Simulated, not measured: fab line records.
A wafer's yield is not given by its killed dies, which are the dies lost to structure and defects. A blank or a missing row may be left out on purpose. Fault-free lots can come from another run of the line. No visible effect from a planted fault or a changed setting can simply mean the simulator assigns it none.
Split-lot study | flow n5Finfet | 21 wafers read from 7 lots, route of 1938 steps

== ON THE SPLIT ==
At N5_BEOL_M15_SPUTTER_44 (material Ta, target thk 15 nm, time 24.19 s), the setting powerW was moved away from the recipe's 15000 W on 5 of the 21 wafers read, by -15.7% to -7.2%. For the rest of the wafers, this setting stayed at what the recipe calls for.

The split's own step is where the reading is taken.

== THE READING ==
Ta_of_BEOL_M15_SPUTTER_44.thkNm (the simulator's own value, which no gauge read), in nm, at N5_BEOL_M15_SPUTTER_44 (material Ta, target thk 15 nm, time 24.19 s). The file gives no usual value for it. Across the 16 wafers here that went through the recipe, the average is 15.1 nm and the standard deviation 0.17 nm.

wafer  | tool, chamber at the split | powerW as run, W | against the recipe | Ta_of_BEOL_M15_SPUTTER_44.thkNm, nm | against lot-mates on the recipe
L076.2 | pvdSputter-02, -           | 15000            | recipe             | 15.2                                | -
L076.4 | pvdSputter-02, -           | 15000            | recipe             | 15.2                                | -
L076.3 | pvdSputter-02, -           | 15000            | recipe             | 15                                  | -
L074.3 | pvdSputter-03, -           | 15000            | recipe             | 15                                  | -
L074.5 | pvdSputter-03, -           | 12640            | -15.7%             | 12.6                                | -2.4
L074.6 | pvdSputter-03, -           | 12640            | -15.7%             | 12.8                                | -2.2
L079.1 | pvdSputter-01, -           | 15000            | recipe             | 15.2                                | -
L079.4 | pvdSputter-01, -           | 15000            | recipe             | 15                                  | -
L079.6 | pvdSputter-01, -           | 13920            | -7.2%              | 14                                  | -1.1
L083.1 | pvdSputter-02, -           | 15000            | recipe             | 15.2                                | -
L083.5 | pvdSputter-02, -           | 15000            | recipe             | 15                                  | -
L083.6 | pvdSputter-02, -           | 15000            | recipe             | 15                                  | -
L092.2 | pvdSputter-02, -           | 15000            | recipe             | 14.8                                | -
L092.5 | pvdSputter-02, -           | 15000            | recipe             | 15.2                                | -
L092.6 | pvdSputter-02, -           | 15000            | recipe             | 15                                  | -
L088.1 | pvdSputter-01, -           | 13650            | -9.0%              | 14.2                                | -1.4
L088.3 | pvdSputter-01, -           | 13650            | -9.0%              | 14.2                                | -1.4
L088.5 | pvdSputter-01, -           | 15000            | recipe             | 15.6                                | -
L095.1 | pvdSputter-01, -           | 15000            | recipe             | 15.2                                | -
L095.4 | pvdSputter-01, -           | 15000            | recipe             | 15                                  | -
L095.5 | pvdSputter-01, -           | 15000            | recipe             | 15                                  | -

THE FIT
A straight line over all 21 wafers: Ta_of_BEOL_M15_SPUTTER_44.thkNm changes by +0.142 nm for each +1% of powerW; r = +0.96; the points scatter about the line by 0.21 nm.
The same after taking each lot's own level away (the mean of its wafers on the recipe; 21 wafers): +0.148 nm for each +1%; r = +0.99; scatter 0.11 nm.
According to that fit, moving powerW by its largest amount changes the reading by 2.3 nm.
Across the lots, their own levels run from 15.00 to 15.60 nm, a range of 3.5 times the standard deviation given above.
So the lot-to-lot level changes the slope little: the two slopes agree.
Check: -2.31 nm against its lot-mates is what the line predicts for one of the wafers moved furthest among these (-15.7%) when that wafer is left out of the fit. Against them it came out at -2.4 nm.

== FURTHER SPLITS ON THESE WAFERS ==
Before the reading, these wafers also passed through other splits. Each is held against what the fit with the lots' levels taken away leaves over:
other split on the same wafers   | wafers away from the commonest value | r with Ta_of_BEOL_M15_SPUTTER_44.thkNm (lot level and that fit taken away)
N5_BEOL_M13_COAT_58 spinRpm      | 6                                    | +0.06
N5_BEOL_M13_SPUTTER_43 timeS     | 5                                    | -0.03
N5_BEOL_M14_TRENCH_ETCH_34 biasW | 4                                    | -0.55

== THE FILE'S OWN FIT ==
Ta_of_BEOL_M15_SPUTTER_44.thkNm changes by +0.149 nm for each +1% of powerW, r = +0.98.
